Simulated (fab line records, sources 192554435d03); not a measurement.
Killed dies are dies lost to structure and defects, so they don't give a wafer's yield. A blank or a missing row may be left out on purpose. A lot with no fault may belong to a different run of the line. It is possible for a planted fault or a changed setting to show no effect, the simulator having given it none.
What tool caused it? ; flow n5 finfet ; Sampling: 9 lots, 27 wafers, 5 of 1938 route steps

WHAT EACH GAUGE READ, for each wafer
N5_HKMG_FIN_OVL_MEAS_50. Usual: for NDIPOLE_OVL the level is -0.1 nm and the standard deviation is 0.75.
lot;measured;on;NDIPOLE_OVL (nm);flag
L518;day 4 13:13;overlay-02;0.3 0.4 -1.5;
L519;day 4 15:14;overlay-01;0.0 0.6 -0.3;
L520;day 4 23:39;overlay-01;-0.8 -0.1 1.2;
L523;day 5 16:01;overlay-01;-1.5 -1.7 -1.7;
L527;day 6 18:51;overlay-02;0.1 0.1 0.8;
L531;day 7 18:38;overlay-01;0.7 1.6 0.7;
L532;day 8 01:55;overlay-02;0.1 0.8 0.6;
L534;day 8 13:07;overlay-02;0.1 0.2 -0.2;
L536;day 8 22:27;overlay-01;-2.4 -0.9 -1.7;

N5_BEOL_M4_RC_MEAS_101. Usual: DIBL_N 35.7 mV/V, standard deviation 1.3; DIBL_P 36.0 mV/V, standard deviation 1.6; IOFF_N 0.154 nA/um, standard deviation 0.025; IOFF_P 0.21 nA/um, standard deviation 0.034; ION_N 675 uA/um, standard deviation 9.7; ION_P 465 uA/um, standard deviation 7.4; SS_N 71.3 mV/dec, standard deviation 0.55; SS_P 73.1 mV/dec, standard deviation 0.52; VT_N 250 mV, standard deviation 3; VT_P -249 mV, standard deviation 3.6.
lot;measured;on;DIBL_N (mV/V);DIBL_P (mV/V);IOFF_N (nA/um);IOFF_P (nA/um);ION_N (uA/um);ION_P (uA/um);SS_N (mV/dec);SS_P (mV/dec);VT_N (mV);VT_P (mV);flag
L518;day 8 12:58;prober-02;36.9 35.7 36.6;37.2 36.3 36.6;0.169 0.149 0.161;0.21 0.19 0.20;677 678 678;463 464 460;71.0 71.1 71.0;74.0 72.9 73.4;245 250 247;-251 -253 -251;
L519;day 8 17:07;prober-02;34.7 37.3 33.3;34.7 37.5 33.1;0.117 0.156 0.097;0.17 0.21 0.16;668 659 645;456 457 457;71.3 71.9 71.0;72.9 73.2 72.3;255 252 259;-254 -250 -254;
L520;day 8 14:49;prober-02;35.0 37.3 36.0;35.1 38.5 36.1;0.139 0.175 0.154;0.21 0.26 0.22;682 674 671;471 465 460;71.7 72.3 72.0;72.5 74.1 72.7;250 250 251;-248 -245 -248;
L523;day 9 22:26;prober-01;34.2 35.7 34.2;34.8 36.5 35.4;0.125 0.151 0.129;0.21 0.23 0.21;667 676 662;469 465 465;71.0 71.8 71.3;72.6 73.2 72.9;251 251 254;-248 -247 -247;
L527;day 10 22:56;prober-02;35.9 34.9 35.0;37.3 35.9 35.3;0.176 0.155 0.148;0.24 0.21 0.20;674 676 672;465 472 462;72.0 71.5 72.2;73.6 73.7 73.0;244 248 250;-248 -252 -246;
L531;day 12 06:13;prober-02;33.4 34.0 34.2;33.0 33.0 33.6;0.112 0.117 0.121;0.17 0.16 0.17;668 665 664;469 460 456;70.9 70.6 70.5;73.2 72.9 73.1;256 253 253;-252 -253 -255;
L532;day 12 06:58;prober-01;36.2 34.1 34.1;37.7 35.5 35.8;0.176 0.140 0.139;0.23 0.20 0.20;683 684 678;464 473 469;71.5 71.0 71.4;73.4 73.2 73.7;246 249 248;-247 -249 -247;
L534;day 12 10:03;prober-02;37.0 35.8 35.2;38.2 36.5 35.7;0.190 0.169 0.152;0.27 0.25 0.23;680 686 666;468 471 465;71.3 71.2 71.1;73.7 73.7 73.1;247 247 248;-244 -244 -246;
L536;day 13 06:55;prober-02;35.4 34.2 34.8;35.9 33.1 33.6;0.163 0.129 0.144;0.22 0.19 0.19;693 667 674;468 460 466;71.5 71.2 71.2;73.4 72.6 71.9;246 252 248;-249 -250 -250;

EACH LOT AND THE TOOL THAT RAN IT (in order: tool; ch and the chambers of the sampled wafers; start)
lot;N5_HKMG_FIN_ALD_75;N5_HKMG_FIN_ETCH_54;N5_HKMG_FIN_ETCH_55
L518;ald hk-03 ch 0,1,2, day 4 12:43;rie diel-01 ch 1,2, day 4 13:19;rie diel-01 ch 1,2, day 4 13:22
L519;ald hk-03 ch 1,2,3, day 4 14:52;rie diel-03 ch 2,3, day 4 15:25;rie diel-03 ch 2,3, day 4 15:29
L520;ald hk-01 ch 0,1,3, day 4 23:09;rie diel-04 ch 0,1, day 4 23:49;rie diel-04 ch 0,1, day 4 23:52
L523;ald hk-01 ch 0,3, day 5 15:31;rie diel-04 ch 0,2,3, day 5 16:12;rie diel-04 ch 0,2,3, day 5 16:15
L527;ald hk-02 ch 2,3, day 6 18:22;rie diel-04 ch 1,2, day 6 19:04;rie diel-04 ch 1,2, day 6 19:07
L531;ald hk-02 ch 0,2, day 7 18:08;rie diel-03 ch 0,1, day 7 18:43;rie diel-03 ch 0,1, day 7 18:46
L532;ald hk-01 ch 0,1,2, day 8 01:25;rie diel-03 ch 0,1,3, day 8 02:00;rie diel-03 ch 0,1,3, day 8 02:04
L534;ald hk-03 ch 2,3, day 8 12:37;rie diel-01 ch 0,1, day 8 13:29;rie diel-01 ch 0,1, day 8 13:32
L536;ald hk-02 ch 0,3, day 8 21:57;rie diel-01 ch 0,2, day 8 22:32;rie diel-01 ch 0,2, day 8 22:36
- N5_HKMG_FIN_ALD_75: deposits Al2O3, target thk 1 nm, co reactant pulse time 1 s.
- N5_HKMG_FIN_ETCH_54: etches SiARC in CF4, target depth 45.5 nm, time 75.8 s.
- N5_HKMG_FIN_ETCH_55: etches SOC in N2/H2, target depth 240 nm, time 300 s.

AS READ BY THE TOOLS THEMSELVES (means over the sampled wafers that have a number; for cases with no such wafer, the mark the record gives instead)
N5_HKMG_FIN_ALD_75. Usual: heater power outer w 77 W, standard deviation 9.7; heater power w 146 W, standard deviation 18; precursor pulse height rel 0.996, standard deviation 0.021.
lot;tool;heater power outer w (W);heater power w (W);precursor pulse height rel;flag
L518;ald hk-03;79;151;1.008;
L519;ald hk-03;84;153;0.990;
L520;ald hk-01;75;143;0.984;
L523;ald hk-01;82;158;0.998;
L527;ald hk-02;82;162;1.007;
L531;ald hk-02;76;144;0.985;
L532;ald hk-01;67;134;0.989;
L534;ald hk-03;87;161;1.001;
L536;ald hk-02;77;151;0.984;

N5_HKMG_FIN_ETCH_54. Usual: drypump motor current A is 5.8 A with standard deviation 0.44, etch rf on time s is 75.5 s with standard deviation 1.2, oes product au is 0.67 a.u. with standard deviation 0.066, rf fwd power W is 539.4 W with standard deviation 2.5, rf vpp V is 183.9 V with standard deviation 1.1, showerhead plenum p Torr is 2.13 Torr with standard deviation 0.056, and throttle valve pct is 15.59 % with standard deviation 0.25.
lot;tool;drypump motor current A (A);etch rf on time s (s);oes product au (a.u.);rf fwd power W (W);rf vpp V (V);showerhead plenum p Torr (Torr);throttle valve pct (%);flag
L518;rie diel-01;6.1;75.8;0.74;539.0;183.8;2.17;15.68;
L519;rie diel-03;5.5;77.7;0.62;539.1;185.2;2.19;15.72;
L520;rie diel-04;5.6;74.6;0.64;540.2;183.7;2.16;15.68;
L523;rie diel-04;5.6;75.6;0.69;538.8;184.0;2.07;15.44;
L527;rie diel-04;5.2;68.5;0.67;646.2;173.9;2.10;15.49;OFF
L531;rie diel-03;5.9;75.7;0.66;539.5;183.4;2.11;15.70;
L532;rie diel-03;5.7;75.7;0.65;542.3;184.1;2.14;15.69;
L534;rie diel-01;5.8;75.3;0.69;540.3;184.8;2.16;15.56;
L536;rie diel-01;6.2;74.8;0.65;541.5;183.6;2.14;15.86;

N5_HKMG_FIN_ETCH_55. Usual: drypump motor current A 5.8 A, standard deviation 0.45; oes product au 0.78 a.u., standard deviation 0.078; rf fwd power W 837.9 W, standard deviation 2.6; rf vpp V 523.4 V, standard deviation 2.2; showerhead plenum p Torr 2.53 Torr, standard deviation 0.07; throttle valve pct 17.80 %, standard deviation 0.28.
lot;tool;drypump motor current A (A);oes product au (a.u.);rf fwd power W (W);rf vpp V (V);showerhead plenum p Torr (Torr);throttle valve pct (%);flag
L518;rie diel-01;6.1;0.87;839.5;525.4;2.58;17.93;
L519;rie diel-03;5.5;0.73;837.1;525.6;2.61;17.91;
L520;rie diel-04;5.6;0.76;841.6;525.2;2.57;17.94;
L523;rie diel-04;5.6;0.81;837.6;522.0;2.46;17.66;
L527;rie diel-04;5.1;0.71;834.3;521.9;2.49;17.68;
L531;rie diel-03;5.9;0.76;837.9;523.5;2.50;17.89;
L532;rie diel-03;5.7;0.76;839.9;523.2;2.54;17.92;
L534;rie diel-01;5.9;0.81;836.3;524.7;2.56;17.76;
L536;rie diel-01;6.2;0.76;839.9;523.8;2.53;18.01;

THE ANSWER, worked out from the rows above alone
Rule: lot off if the mean of its wafers having a number is beyond 3 standard deviations from the usual mean. Also off: a lot with no number at a reading for which 4 or more lots have one. Where the step has rows for the other lots, those lots are counted as sound. Order of review: gauges by route order, followed by the tools' own readings, for which a lot's mean as printed above is used. The first step at which some lot is off is used, and at that step the reading that is off furthest; a lot without a number counts as furthest.
Off: L527 (N5_HKMG_FIN_ETCH_54, rf fwd power W).
If a tool, at that step or one of the process steps before it, ran each lot that is off and ran no sound lot following the first of them, it fits. One candidate fits, namely rie diel-04 at N5_HKMG_FIN_ETCH_54. Its last sound lot is L523 (day 5 16:12), its first lot that is off L527 (day 6 19:04): a fault that began between those two fits.
The tool's own readings at N5_HKMG_FIN_ETCH_54 bear it out: on the lots that are off they differ by more than 5 times the standard deviation of the sound lots' means. etch rf on time s reads 68.5 s there against 75.7 s on the sound lots; rf fwd power W reads 646.2 W there against 540.1 W on the sound lots; rf vpp V reads 173.9 V there against 184.1 V on the sound lots.

WHAT THE SIMULATOR HAD INSERTED
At N5_HKMG_FIN_ETCH_54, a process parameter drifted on rie diel-04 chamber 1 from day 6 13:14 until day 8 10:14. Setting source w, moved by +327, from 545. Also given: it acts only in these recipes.
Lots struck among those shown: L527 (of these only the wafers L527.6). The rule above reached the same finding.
